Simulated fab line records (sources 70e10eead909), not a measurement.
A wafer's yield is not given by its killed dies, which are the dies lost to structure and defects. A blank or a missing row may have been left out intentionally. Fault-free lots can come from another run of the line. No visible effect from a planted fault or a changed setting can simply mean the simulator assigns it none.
Matching of chambers    flow nandHarc    rieSi-05 running NHARC_A_CHANNEL_FILL_D1_ETCHBACK_19: 4 sister chambers
The step etches the open film in HBr/Cl2, target depth 5 nm, time 1.7 s. 8 wafers are shown with their chamber, then 7 later ones without.

WAFERS WITH THEIR CHAMBER
wafer   chamber  drypumpMotorCurrentA (A)  oesProductAu (a.u.)
L079.5  3        6.3                       0.997
L080.4  3        6.4                       0.996
L082.4  0        5.9                       1.010
L091.1  0        5.9                       1.004
L091.3  1        5.4                       1.011
L091.4  2        5.7                       1.016
L093.3  2        5.8                       1.006
L093.5  1        5.4                       1.000

WAFERS WITHOUT THEIR CHAMBER
wafer   drypumpMotorCurrentA (A)  oesProductAu (a.u.)
L093.6  5.8                       1.006
L096.1  5.9                       0.993
L096.5  5.5                       1.008
L096.6  5.9                       0.997
L097.1  5.4                       0.995
L097.4  5.9                       0.989
L097.5  5.7                       0.993

THE CHAMBER EACH PASSED THROUGH
wafer   from the rows above      in truth
L093.6  can't be placed: 2 or 0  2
L096.1  can't be placed: 0 or 2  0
L096.5  1                        1
L096.6  0                        0
L097.1  1                        1
L097.4  can't be placed: 0 or 2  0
L097.5  can't be placed: 2 or 0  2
3 of 7 placed correctly. These rows do not allow placing 4 (true chamber among the candidates in 4). Wrongly placed: 0.
How it was worked out, from the rows above alone: a wafer's distance from a chamber is the root of the sum, over the readings, of the square of ((its reading less the chamber's mean) divided by the reading's scatter). If the next closest chamber is less than 2 further off than the closest, the wafer can't be placed; otherwise it belongs to the closest. For every chamber, the mean is computed from those of its wafers that are shown. How the scatter is found: for the shown wafers, subtract from each reading the mean of its chamber, square and add these, divide the total by (wafers less chambers), then take the root.
